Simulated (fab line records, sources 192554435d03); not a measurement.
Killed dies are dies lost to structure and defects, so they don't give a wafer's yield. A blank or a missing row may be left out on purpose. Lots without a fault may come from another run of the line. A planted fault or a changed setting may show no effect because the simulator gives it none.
fab line records | flow n5_finfet
record lots=6 wafers=18 last_day=17
route steps=1938 shown BEOL_M12@1644 BEOL_M13@1659 PASSIVATION@1936
lots that met no fault: from a run of the same line without faults
start_h: hours from the record's first day to the start of the lot's first wafer shown | wait_h: hours since the lot's step before | " the same as in the row above | L1.1+2: a row that stands for several wafers | - no value, or no start given | * or withheld: withheld | < > ~ a bound
route shown NAME@n: a module of which the file shows steps, and the number in the route of the first | usual: mean/standard deviation of fault-free wafers | same: alike in all rows | chamber/n: place in a boat | sites: the reading at each site | _std_site: their standard deviation | _edge_site: outer sites' mean less inner sites' | radius_mm: how far each site lies from the wafer's centre | mask NAME#n: copy n | behind: the tool/chamber that last shaped the wafer | hold: why the lot was held/for how many hours/how that ended | device: the transistor (n, p or np) that didn't switch | end of line: the same wafers' tests at the end of the route | a step without rows: its recipe alone | killed: dies lost to structure and defects at the first sort, not the wafer's yield | map: a wafer's dies, x killed, . not, _ none there
set.NAME: the setting as run; set.NAME@STEP: as run at that earlier step | model.NAME: the simulator's own value behind a step, which no gauge read
lots at some steps of the route; a table a step, a row a wafer
services: from which hour (start_h, from the record's first day; less than 0 if before it) a tool's chamber was out of use, for how many hours, and why
## steps
# step N5_BEOL_M12_PRECLEAN_39
# recipe chemistry=residue_remover time_s=60 temp_c=40
# step N5_BEOL_M12_SRD_40
# recipe time_s=30 temp_c=23 rinse_liquid=diw dry=n2_spin spin_rpm=1500 dry_time_s=30
# step N5_BEOL_M12_DEGAS_41
# recipe ambient=vacuum temp_c=250 time_s=60
# usual heater_power_w=335/23
# columns lot.wafer tool chamber start_h wait_h heater_power_w
L831.1 pvd_sputter-03 - 243.90 0.2 355
L831.2 " - " " 301
L831.5 " - " " 363
L836.2 pvd_sputter-03 - 282.37 0.4 338
L836.3 " - " " 293
L836.5 " - " " 353
L838.1 pvd_sputter-02 - 299.88 0.8 365
L838.2 " - " " 315
L838.4 " - " " 315
L845.2 pvd_sputter-01 - 341.39 0.2 313
L845.3 " - " " 383
L845.6 " - " " 349
L850.2 pvd_sputter-03 - 357.18 0.4 324
L850.5 " - " " 359
L850.6 " - " " 329
L853.1 pvd_sputter-02 - 374.58 0.2 364
L853.2 " - " " 311
L853.4 " - " " 315
# step N5_BEOL_M12_PRE_CLEAN_42
# recipe gas=H2/He time_s=30 temp_c=250
# usual heater_power_w=334/23
# columns lot.wafer tool chamber start_h wait_h heater_power_w
L831.1 pvd_sputter-03 - 243.94 0.0 357
L831.2 " - " " 293
L831.5 " - " " 352
L836.2 pvd_sputter-03 - 282.41 0.0 327
L836.3 " - " " 301
L836.5 " - " " 349
L838.1 pvd_sputter-02 - 299.92 0.0 360
L838.2 " - " " 307
L838.4 " - " " 320
L845.2 pvd_sputter-01 - 341.43 0.0 312
L845.3 " - " " 379
L845.6 " - " " 346
L850.2 pvd_sputter-03 - 357.22 0.0 335
L850.5 " - " " 348
L850.6 " - " " 333
L853.1 pvd_sputter-02 - 374.62 0.0 364
L853.2 " - " " 322
L853.4 " - " " 313
# step N5_BEOL_M12_SPUTTER_43
# recipe material=TaN target_thk_a=150 temp_c=50 bias_v=168.6 power_w=15000 chamber_pressure_pa=0.12 time_s=24.19
# step N5_BEOL_M12_SPUTTER_44
# recipe material=Ta target_thk_a=100 temp_c=50 bias_v=80 power_w=15000 chamber_pressure_pa=0.07 time_s=16.13
# usual throttle_valve_pct=29.9/0.83
# columns lot.wafer tool chamber start_h wait_h throttle_valve_pct
L831.1 pvd_sputter-03 - 244.06 0.0 28.4
L831.2 " - " " 31.1
L831.5 " - " " 28.5
L836.2 pvd_sputter-03 - 282.53 0.0 29.3
L836.3 " - " " 31.0
L836.5 " - " " 28.7
L838.1 pvd_sputter-02 - 300.04 0.0 29.5
L838.2 " - " " 29.5
L838.4 " - " " 30.8
L845.2 pvd_sputter-01 - 341.55 0.0 30.0
L845.3 " - " " 28.3
L845.6 " - " " 30.3
L850.2 pvd_sputter-03 - 357.34 0.0 29.2
L850.5 " - " " 28.5
L850.6 " - " " 29.5
L853.1 pvd_sputter-02 - 374.74 0.0 29.7
L853.2 " - " " 30.6
L853.4 " - " " 29.7
# step N5_BEOL_M12_SPUTTER_45
# recipe material=Cu target_thk_a=800 temp_c=-20 bias_v=60 power_w=26000 chamber_pressure_pa=0.13 time_s=13.33
# step N5_BEOL_M12_ECD_47
# recipe material=Cu target_thk_a=7200
# step N5_BEOL_M12_ANNEAL_48
# recipe temp_c=225 time_s=90 ambient=N2
# usual wafer_temp_C_max=225.9/0.43
# columns lot.wafer tool chamber start_h wait_h wafer_temp_C_max
L831.1 rtp_anneal-01 0 244.40 0.1 226.3
L831.2 " 0 " " 226.2
L831.5 " 0 " " 226.1
L836.2 rtp_anneal-02 0 283.23 0.5 225.6
L836.3 " 0 " " 225.4
L836.5 " 0 " " 225.6
L838.1 rtp_anneal-02 0 300.58 0.3 225.5
L838.2 " 0 " " 225.7
L838.4 " 0 " " 225.7
L845.2 rtp_anneal-02 0 341.94 0.1 225.5
L845.3 " 0 " " 225.4
L845.6 " 0 " " 225.6
L850.2 rtp_anneal-02 0 357.73 0.1 225.4
L850.5 " 0 " " 225.3
L850.6 " 0 " " 225.5
L853.1 rtp_anneal-02 0 375.08 0.1 225.4
L853.2 " 0 " " 225.6
L853.4 " 0 " " 225.3
# step N5_BEOL_M12_CMP_49
# recipe stop_on=SiOC t_overpolish_s=20.6 down_force_psi=1 platen_rpm=50 clearing_platen_down_force_psi=1.5 clearing_platen_rpm=50 post_cmp_clean=cu_alkaline target_thk_nm=320 clearing_platen_pad_velocity_m_s=0.99484 pad_velocity_m_s=0.99484
# step N5_BEOL_M12_THK_MEAS_50
# recipe thk_meas_gauge=xrf reads=Cu_of_BEOL_M12_ECD_47
# usual M12_THK=320/6.6
# columns lot.wafer tool chamber start_h wait_h M12_THK[nm]
L831.1 film_metro-02 - 244.99 - 321
L831.2 " - " " 327
L831.5 " - " " 333
L836.2 film_metro-01 - 283.79 - 309
L836.3 " - " " 305
L836.5 " - " " 304
L838.1 film_metro-02 - 301.18 - 323
L838.2 " - " " 328
L838.4 " - " " 336
L845.2 film_metro-02 - 342.49 - 314
L845.3 " - " " 314
L845.6 " - " " 314
L850.2 film_metro-02 - 358.28 - 323
L850.5 " - " " 315
L850.6 " - " " 323
L853.1 film_metro-01 - 375.69 - 319
L853.2 " - " " 314
L853.4 " - " " 323
# step N5_BEOL_M12_PRE_CLEAN_52
# recipe gas=NH3 time_s=15 temp_c=withheld rf_power_w=300
# step N5_BEOL_M12_DEP_53
# recipe material=SiCN target_thk_a=300 temp_c=withheld precursor=3MS/NH3 pressure_torr=3 rf_w=675 time_s=10.5
# usual showerhead_plenum_p_Torr=4.155/0.023 throttle_valve_pct=18.3/1.7
# columns lot.wafer tool chamber start_h wait_h showerhead_plenum_p_Torr throttle_valve_pct
L831.1 pecvd-02 0 245.06 0.0 4.198 16.9
L831.2 " 1 " " 4.177 17.6
L831.5 " 0 " " 4.183 16.7
L836.2 pecvd-03 1 283.85 0.0 4.119 18.7
L836.3 " 2 " " 4.146 16.2
L836.5 " 2 " " 4.142 16.5
L838.1 pecvd-03 0 301.26 0.0 4.150 22.5
L838.2 " 2 " " 4.133 16.6
L838.4 " 0 " " 4.148 22.0
L845.2 pecvd-03 0 342.55 0.0 4.151 22.2
L845.3 " 2 " " 4.139 16.7
L845.6 " 0 " " 4.140 22.2
L850.2 pecvd-03 0 358.34 0.0 4.154 22.2
L850.5 " 2 " " 4.141 16.4
L850.6 " 1 " " 4.110 18.9
L853.1 pecvd-02 1 375.76 0.0 4.168 17.8
L853.2 " 2 " " 4.171 17.0
L853.4 " 1 " " 4.167 17.5
# step N5_BEOL_M12_RS_MEAS_54
# recipe thk_meas_gauge=four-point-probe reads=Cu_of_BEOL_M12_ECD_47+Ta_of_BEOL_M12_SPUTTER_44+TaN_of_BEOL_M12_SPUTTER_43
# usual M12_RS=0.0601/0.0012
# columns lot.wafer tool chamber start_h wait_h M12_RS[ohm/sq]
L831.1 film_metro-02 - 245.14 0.1 0.0594
L831.2 " - " " 0.0588
L831.5 " - " " 0.0579
L836.2 film_metro-01 - 283.91 0.0 0.0615
L836.3 " - " " 0.0622
L836.5 " - " " 0.0624
L838.1 film_metro-02 - 301.33 0.1 0.0602
L838.2 " - " " 0.0585
L838.4 " - " " 0.0576
L845.2 film_metro-02 - 342.61 0.0 0.0609
L845.3 " - " " 0.0608
L845.6 " - " " 0.0608
L850.2 film_metro-02 - 358.40 0.0 0.0587
L850.5 " - " " 0.0605
L850.6 " - " " 0.0589
L853.1 film_metro-02 - 375.84 0.1 0.0608
L853.2 " - " " 0.0621
L853.4 " - " " 0.0600
# step N5_BEOL_M12_INSPECT_55
# recipe inspect_instrument=darkfield mode=post_dep
# usual raw_defect_count=65/18
# columns lot.wafer tool chamber start_h wait_h raw_defect_count
L831.1 defect_inspect-01 - 245.17 0.0 55
L831.2 " - " " 57
L831.5 " - " " 61
L836.2 defect_inspect-01 - 283.94 0.0 50
L836.3 " - " " 32
L836.5 " - " " 63
L838.1 defect_inspect-01 - 301.36 0.0 44
L838.2 " - " " 86
L838.4 " - " " 45
L845.2 defect_inspect-02 - 342.64 0.0 660
L845.3 " - " " 609
L845.6 " - " " 642
L850.2 defect_inspect-01 - 358.43 0.0 654
L850.5 " - " " 699
L850.6 " - " " 617
L853.1 defect_inspect-01 - 375.87 0.0 33
L853.2 " - " " 80
L853.4 " - " " 67
# step N5_BEOL_M13_ILD_DEP_00
# recipe material=SiOC target_thk_a=8379.2 temp_c=350 precursor=DEMS/O2 pressure_torr=5 rf_w=500 time_s=166.4
# step N5_BEOL_M13_THK_MEAS_01
# recipe reads=SiOC_of_BEOL_M13_ILD_DEP_00
# usual M13_ILD_THK=841/14
# columns lot.wafer tool chamber start_h wait_h M13_ILD_THK[nm]
L831.1 film_metro-02 - 245.36 0.1 837
L831.2 " - " " 823
L831.5 " - " " 843
L836.2 film_metro-01 - 284.13 0.1 826
L836.3 " - " " 815
L836.5 " - " " 820
L838.1 film_metro-02 - 301.55 0.1 851
L838.2 " - " " 859
L838.4 " - " " 870
L845.2 film_metro-01 - 342.83 0.1 845
L845.3 " - " " 840
L845.6 " - " " 866
L850.2 film_metro-01 - 358.61 0.1 827
L850.5 " - " " 847
L850.6 " - " " 852
L853.1 film_metro-01 - 376.05 0.1 833
L853.2 " - " " 825
L853.4 " - " " 826
# step N5_BEOL_M13_COAT_58
# recipe resist=BARC temp_c=205 time_s=60 spin_rpm=1500 resist_thk_nm=89
# step N5_BEOL_M13_COAT_04
# recipe spin_rpm=1625 resist_thk_nm=400
# step N5_BEOL_M13_EBR_06
# recipe solvent=PGMEA ebr_width_mm=1.5
# step N5_BEOL_M13_SOFTBAKE_05
# recipe temp_c=130 time_s=60
# step N5_BEOL_M13_EXPOSE_07
# recipe mask_id=V12 na=0.93 source_shape=conventional sigma_outer=0.6 polarization=unpolarized attpsm_phase_deg=180 dose_mj=24.8
# step N5_BEOL_M13_PEB_08
# recipe peb_temp_c=130 peb_time_s=90
# step N5_BEOL_M13_DEVELOP_09
# recipe develop_time_s=45 rinse_liquid=diw dry=air_spin dev_temp_c=21
# step N5_BEOL_M13_HARDBAKE_14
# recipe temp_c=130 time_s=120
# step N5_BEOL_M13_CD_MEAS_10
# recipe target_cd_nm=190 landing_energy_ev=500 detector=se_inlens polarity=opening
# usual cd_nm=189.8/1.6
# columns lot.wafer tool chamber start_h wait_h cd_nm
L831.1 cd_sem-01 0 245.78 - 191.2
L831.2 " 0 " " 193.2
L831.5 " 0 " " 192.0
L836.2 cd_sem-02 0 284.56 - 189.6
L836.3 " 0 " " 187.8
L836.5 " 0 " " 189.6
L838.1 cd_sem-01 0 301.85 - 189.0
L838.2 " 0 " " 187.9
L838.4 " 0 " " 189.0
L845.2 cd_sem-01 0 343.26 - 188.7
L845.3 " 0 " " 187.2
L845.6 " 0 " " 190.4
L850.2 cd_sem-03 0 359.04 - 189.6
L850.5 " 0 " " 188.6
L850.6 " 0 " " 187.5
L853.1 cd_sem-03 0 376.48 - 188.1
L853.2 " 0 " " 191.5
L853.4 " 0 " " 191.5
# step N5_BEOL_M13_OVL_MEAS_11
# recipe points_per_wafer=44
# usual V12_OVL=-3/5.2
# same points_per_wafer=44
# columns lot.wafer tool chamber start_h wait_h V12_OVL[nm]
L831.1 overlay-02 0 245.81 0.0 -7
L831.2 " 0 " " 3
L831.5 " 0 " " -12
L836.2 overlay-02 0 284.58 0.0 -12
L836.3 " 0 " " -3
L836.5 " 0 " " -6
L838.1 overlay-01 0 301.89 0.0 -3
L838.2 " 0 " " -12
L838.4 " 0 " " -1
L845.2 overlay-01 0 343.29 0.0 1
L845.3 " 0 " " -2
L845.6 " 0 " " 3
L850.2 overlay-02 0 359.07 0.0 -3
L850.5 " 0 " " -7
L850.6 " 0 " " -2
L853.1 overlay-02 0 376.51 0.0 -4
L853.2 " 0 " " -4
L853.4 " 0 " " -7
# step N5_BEOL_M13_INSPECT_12
# recipe mode=adi inspect_instrument=macro
# usual raw_defect_count=2.0/1.4
# columns lot.wafer tool chamber start_h wait_h raw_defect_count
L831.1 defect_inspect-02 - 245.84 0.0 3
L831.2 " - " " 1
L831.5 " - " " 0
L836.2 defect_inspect-02 - 284.61 0.0 2
L836.3 " - " " 1
L836.5 " - " " 0
L838.1 defect_inspect-02 - 301.92 0.0 0
L838.2 " - " " 1
L838.4 " - " " 5
L845.2 defect_inspect-02 - 343.31 0.0 >300
L845.3 " - " " >300
L845.6 " - " " >300
L850.2 defect_inspect-02 - 359.10 0.0 >300
L850.5 " - " " >300
L850.6 " - " " >300
L853.1 defect_inspect-02 - 376.54 0.0 2
L853.2 " - " " 5
L853.4 " - " " 1
# step N5_BEOL_M13_DESCUM_15
# recipe chemistry=O2 time_s=7.9 source_power_w=50 bias_power_w=20 pressure_mtorr=20 rf_frequency_hz=2.712e+07 temp_c=40 o2_flow_sccm=225
# usual drypump_motor_current_A=5.6/0.44 oes_product_au=0.80/0.083 rf_vpp_V=243.2/1.4 showerhead_plenum_p_Torr=2.10/0.074 throttle_valve_pct=20.55/0.19
# columns lot.wafer tool chamber start_h wait_h drypump_motor_current_A oes_product_au rf_hours_counter_h rf_vpp_V showerhead_plenum_p_Torr throttle_valve_pct
L831.1 rie_diel-06 0 245.92 0.1 5.2 0.79 93 239.6 2.01 20.21
L831.2 " 1 " " 5.7 0.73 195 242.1 2.07 20.61
L831.5 " 0 " " 5.2 0.79 - 242.9 2.01 20.20
L836.2 rie_diel-06 1 284.64 0.0 5.7 0.73 209 243.9 2.07 20.66
L836.3 " 0 " " 5.2 0.78 107 242.3 2.01 20.21
L836.5 " 3 " " 6.2 0.84 - 244.8 2.11 20.32
L838.1 rie_diel-03 0 301.95 0.0 5.1 0.71 229 243.3 2.06 20.47
L838.2 " 1 " " 5.4 0.85 53 244.6 2.23 20.57
L838.4 " 3 " " 6.4 0.85 - 244.3 2.13 20.70
L845.2 rie_diel-04 0 344.08 0.8 5.9 0.68 241 241.3 2.07 20.84
L845.3 " 2 " " 5.7 0.92 28 244.9 2.24 20.76
L845.6 " 2 " " 5.7 0.92 - 246.4 2.24 20.74
L850.2 rie_diel-04 3 359.13 0.0 5.2 0.79 103 242.1 2.04 20.63
L850.5 " 2 " " 5.7 0.90 - 244.2 2.24 20.75
L850.6 " 3 " " 5.2 0.80 - 240.1 2.04 20.63
L853.1 rie_diel-03 3 376.66 0.1 6.4 0.80 115 244.4 2.12 20.75
L853.2 " 0 " " 5.1 0.68 261 243.5 2.05 20.54
L853.4 " 1 " " 5.4 0.80 - 244.9 2.21 20.61
# step N5_PASSIVATION_PROBE_49
# usual defect_limited_yield=91.7/1.4 killed_at_M0_to_M3=31/11 killed_at_M4_up=13/4.6 killed_at_contacts=13/6.7 killed_at_front_end=39/9.6 killed_at_other=3.5/2.8 killed_dies=98/16 killed_open=64/11 killed_short=33/8.5 sort_bin_5_function=4.9/0.96 sort_bin_6_memory=3.1/0.59 sort_n_pass=1080/23 sort_yield_pct=91.5/1.9
# same gross_dies=1180 killed_at_back_side=0 sort_bin_4_leakage[%]=0 sort_bin_8_speed[%]=0
# columns lot.wafer tool chamber start_h wait_h defect_limited_yield[%] killed_at_M0_to_M3 killed_at_M4_up killed_at_contacts killed_at_front_end killed_at_other killed_dies killed_open killed_short sort_bin_5_function[%] sort_bin_6_memory[%] sort_n_pass sort_yield_pct[%]
L838.1 prober-02 - 337.76 0.0 92.6 21 10 10 45 1 87 58 29 4.8 2.4 1093 92.6
L838.2 prober-02 - 337.81 0.1 91.8 40 10 10 36 1 97 58 37 4.5 3.5 1083 91.8
L838.4 prober-02 - 337.91 0.2 91.4 36 9 15 38 4 102 67 33 4.4 3.4 1078 91.4
L845.2 prober-01 - 377.99 0.1 83.9 46 89 25 27 3 190 74 39 9.7 4.0 990 83.9
L845.3 prober-01 - 378.04 0.1 83.2 29 128 11 25 5 198 53 28 11.1 3.0 982 83.2
L845.6 prober-01 - 378.19 0.3 87.8 18 79 15 29 3 144 43 32 6.9 3.1 1036 87.8
L850.2 prober-02 - 393.09 0.1 85.8 38 80 13 30 6 167 59 35 9.2 3.1 1013 85.8
L850.5 prober-02 - 393.24 0.2 82.9 21 129 15 34 3 202 53 31 10.8 3.8 978 82.9
L850.6 prober-02 - 393.29 0.3 81.5 17 142 21 33 5 218 56 30 9.9 5.2 962 81.5
L853.2 prober-01 - 410.86 0.1 91.5 26 17 14 43 0 100 60 38 4.8 3.1 1080 91.5
# killed by level:class
L838.1 FIN_SAQP:geometric_particle:open=8 STI_FIN_REVEAL:geometric_particle:open=8 MOL_CONTACT_COAG:geometric_particle:open=8 FIN_SAQP:geometric_particle:short=7 DUMMY_GATE:geometric_particle:open=7 BEOL_M0_SAQP:geometric_particle:short=6 BEOL_M0:geometric_particle:open=5 GATE_CUT:geometric_particle:open=4
L838.2 FIN_SAQP:geometric_particle:open=9 BEOL_M3:geometric_particle:open=7 MOL_CONTACT_COAG:geometric_particle:open=6 BEOL_M0_SAQP:geometric_particle:short=6 BEOL_M0_SAQP:geometric_particle:open=5 GATE_CUT:geometric_particle:open=5 BEOL_M0:geometric_particle:open=5 BEOL_M0:geometric_particle:short=5
L838.4 MOL_CONTACT_COAG:geometric_particle:open=13 BEOL_M0_SAQP:geometric_particle:open=9 FIN_SAQP:geometric_particle:open=8 BEOL_M0_SAQP:geometric_particle:short=8 STI_FIN_REVEAL:geometric_particle:open=7 BEOL_M3:geometric_particle:short=6 DUMMY_GATE:geometric_particle:open=5 FIN_SAQP:geometric_particle:short=4
L845.2 BEOL_M12:unspecified=77 MOL_CONTACT_COAG:geometric_particle:open=22 BEOL_M2:geometric_particle:open=14 BEOL_M0_SAQP:geometric_particle:short=13 BEOL_M0_SAQP:geometric_particle:open=9 FIN_SAQP:geometric_particle:short=7 FIN_SAQP:geometric_particle:open=6 DUMMY_GATE:geometric_particle:open=6
L845.3 BEOL_M12:unspecified=117 MOL_CONTACT_COAG:geometric_particle:open=10 BEOL_M2:geometric_particle:open=10 BEOL_M4:geometric_particle:open=7 FIN_SAQP:geometric_particle:short=5 BEOL_M1:geometric_particle:open=5 FIN_SAQP:geometric_particle:open=3 STI_FIN_REVEAL:geometric_particle:open=3
L845.6 BEOL_M12:unspecified=69 MOL_CONTACT_COAG:geometric_particle:open=10 DUMMY_GATE:geometric_particle:open=6 MOL_CONTACT_COAG:geometric_particle:short=5 BEOL_M3:geometric_particle:short=5 FIN_SAQP:geometric_particle:short=4 GATE_CUT:geometric_particle:short=4 FIN_SAQP:geometric_particle:open=3
L850.2 BEOL_M12:unspecified=72 BEOL_M0_SAQP:geometric_particle:short=13 MOL_CONTACT_COAG:geometric_particle:open=10 BEOL_M0_SAQP:geometric_particle:open=7 DUMMY_GATE:geometric_particle:open=6 BEOL_M1:geometric_particle:open=5 BEOL_M3:geometric_particle:open=5 GATE_CUT:geometric_particle:short=4
L850.5 BEOL_M12:unspecified=117 MOL_CONTACT_COAG:geometric_particle:open=13 STI_FIN_REVEAL:geometric_particle:open=8 FIN_SAQP:geometric_particle:short=7 BEOL_M0_SAQP:geometric_particle:short=6 BEOL_M0:geometric_particle:open=5 BEOL_M0_SAQP:geometric_particle:open=4 ILD0:geometric_particle:open=3
L850.6 BEOL_M12:unspecified=130 MOL_CONTACT_COAG:geometric_particle:open=13 STI_FIN_REVEAL:geometric_particle:open=9 MOL_CONTACT_COAG:geometric_particle:short=8 GATE_CUT:geometric_particle:short=6 BEOL_M0_SAQP:geometric_particle:open=5 FIN_SAQP:geometric_particle:open=4 BEOL_M4:geometric_particle:open=4
L853.2 MOL_CONTACT_COAG:geometric_particle:open=11 FIN_SAQP:geometric_particle:short=10 BEOL_M1:geometric_particle:open=8 STI_FIN_REVEAL:geometric_particle:open=7 BEOL_M4:geometric_particle:open=6 GATE_CUT:geometric_particle:open=5 BEOL_M0_SAQP:geometric_particle:short=5 BEOL_M5:geometric_particle:open=4
# map L845.3 (x killed, . not)
_________________.x..........________________
______________..........x...x..._____________
___________.................x.xx..x__________
__________......x........xxxx.xxxxxx_________
________...x..x...........xxx.xxxxxxxx_______
_______......x...xx.x.....xxxxxxxxxxxxx______
______x...........x.....x..xxxxxxxxxxxx._____
_____....................xxxxxxxxxxxxxx..____
____.........x..x........x.xxxxxxxxxx.xx..___
___.............x.x.....x.xxxxxxxxxxxxxx...__
___..x.x................xx.xxxxxxxxxxxx.x..__
__......................x..xxxxxxxx.xx......_
__..x..........................xx....x......_
_.....x.....................xx.....x...x.....
_........x..................................x
_x.............x.x.....x....x..............xx
_..........x..x..............................
_........x..................x.....x..........
_..............................xx............
_........................xx..................
_...........x.........x....x.................
__............................x......x...x.._
__...x..............x......x...x............_
___.......................x................__
___x............x........x.................__
____..........................x......x....___
_____.x...........x.x....................____
______..................x..........x...._____
_______....................x...........______
________x....x...x..........x.....x..._______
__________.....................x...._________
___________.........x.x............__________
______________...............x.._____________
_________________.x..x.....x.________________
# map L850.6 (x killed, . not)
_________________....x.....x.________________
______________x.......x........._____________
___________....................x...__________
__________.......x.xx.........x..x.._________
________.........x.......x............_______
_______.......x........x...............______
______.....................xx..xx......._____
_____..........x...............xx........____
____.x....xx......x.x....x.x........x.....___
___.......x........x..x....................__
___....xx...x.......................x..x...__
__..............x..................x........_
__...................x.............x......x._
_........................xx..x...x........x..
_................x..x.x.x.xx.x.x........x....
_.............x...x.....xxxxxxxxx............
_...................xxxxxxxxxxxx.x...........
_.........x..........xxxxxxxxxxxxxxx..x......
_x...............xx..xxxxxxxxxxx.xx...x..x...
_........x.........x.xxxxxxxxxxxxxx....x...x.
_.........xx........xxxxxxxxxxxxx.xx....x....
__x..x...x...........xxxxxxxxxxxx.x........._
__.....x.............xxxxxxxxxxx..x....x.x.._
___..........x.....x..xxxxxx.x...........x.__
___....................x..xx.x.xx..........__
____x................x.......xx....x......___
_____....................x.....xx........____
______..................x...x..........._____
_______........................x.......______
________....x........................._______
__________......................x..._________
___________......x...x.x.......x...__________
______________..........x.....x._____________
_________________.........x..________________
## services
# columns tool chamber start_h hours kind
pecvd-02 - 237.05 4.3 pm
rie_diel-03 - 239.00 15.6 pm
pecvd-03 - 242.55 1.7 repair
pecvd-03 - 247.71 5.3 repair
rie_diel-04 2 254.55 - clean
rie_diel-04 2 254.55 - consumable_replace:focus_ring
rie_diel-04 2 254.55 - consumable_replace:showerhead
rie_diel-04 2 254.55 11.3 scheduled_down
rie_diel-04 2 254.55 11.3 vent_cycle
rie_diel-06 0 267.66 4.5 repair
rie_diel-06 2 272.21 - clean
rie_diel-06 2 272.21 - consumable_replace:focus_ring
rie_diel-06 2 272.21 23.9 scheduled_down
rie_diel-06 2 272.21 23.9 vent_cycle
rie_diel-04 3 278.44 4.5 repair
rie_diel-03 2 296.51 115.9 repair
rie_diel-04 3 296.85 3.5 repair
pecvd-03 1 300.78 2.8 repair
pecvd-03 1 322.46 12.9 repair
rie_diel-04 1 334.75 7.2 repair
rie_diel-06 - 340.42 15.6 pm
rie_diel-04 1 342.30 - clean
rie_diel-04 1 342.30 - consumable_replace:focus_ring
pvd_sputter-01 - 363.48 2.4 repair
## key
first_sign step=N5_BEOL_M12_INSPECT_55 reading=raw_defect_count direction=up sigmas=32 usual=65 struck=647
effect step=N5_BEOL_M13_INSPECT_12 reading=raw_defect_count direction=up sigmas=99+ usual=2.0 struck=>300
effect step=N5_PASSIVATION_PROBE_49 reading=killed_at_M4_up direction=up sigmas=21 usual=13 struck=108
more_kills_born_at N5_BEOL_M12_DEP_53@pecvd-03=582
met_at N5_BEOL_M12_DEP_53
struck_wafers L845.2,L845.3,L845.6,L850.2,L850.5,L850.6
onset_between 301.26 342.55
fault kind=chamber_particle_source tool=pecvd-03 chamber=- onset_h=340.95 steps=N5_BEOL_M12_DEP_53 rate_per_visit_cm2=0.87652 end_h=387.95
